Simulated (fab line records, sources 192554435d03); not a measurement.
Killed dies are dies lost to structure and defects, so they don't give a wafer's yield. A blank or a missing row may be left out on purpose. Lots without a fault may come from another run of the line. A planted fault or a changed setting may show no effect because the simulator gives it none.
Chamber matching | flow n5_finfet | N5_HKMG_FIN_DESCUM_17 on rie_diel-04: 4 sister chambers
The step chemistry O2, time 7.9 s. 4 wafers are shown with their chamber, then 11 later ones without.

WAFERS WITH THEIR CHAMBER
wafer  | chamber | showerhead_plenum_p_Torr (Torr)
L082.1 | 2       | 1.98
L089.3 | 1       | 2.06
L089.5 | 0       | 2.17
L092.3 | 3       | 2.14

WAFERS WITHOUT THEIR CHAMBER
wafer  | showerhead_plenum_p_Torr (Torr)
L092.4 | 2.17
L092.5 | 2.06
L093.1 | 2.06
L093.3 | 2.14
L093.5 | 2.24
L096.3 | 2.16
L096.5 | 2.16
L096.6 | 2.14
L097.1 | 2.16
L097.3 | 2.05
L097.5 | 2.05

WHICH CHAMBER EACH WENT THROUGH
wafer  | from the rows above     | in truth
L092.4 | can't be placed: 0 or 3 | 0
L092.5 | 1                       | 1
L093.1 | 1                       | 1
L093.3 | can't be placed: 3 or 0 | 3
L093.5 | can't be placed: 0 or 3 | 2
L096.3 | can't be placed: 0 or 3 | 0
L096.5 | can't be placed: 0 or 3 | 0
L096.6 | can't be placed: 3 or 0 | 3
L097.1 | can't be placed: 0 or 3 | 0
L097.3 | 1                       | 1
L097.5 | 1                       | 1
Placed correctly: 4 of 11. Can't be placed from these rows: 7 (the true chamber is among the candidates in 6). Placed wrongly: 0.
How it was worked out, from the rows above alone: a wafer's distance from a chamber is the root of the sum, over the readings, of the square of ((its reading less the chamber's mean) divided by the reading's scatter). The wafer belongs to the nearest chamber; if the next one is less than 2 further off, it can't be placed. A chamber's mean is the mean of its shown wafers. The scatter: with one shown wafer a chamber, the root of the mean of the squares of how far each hidden wafer lies from its nearest shown one.
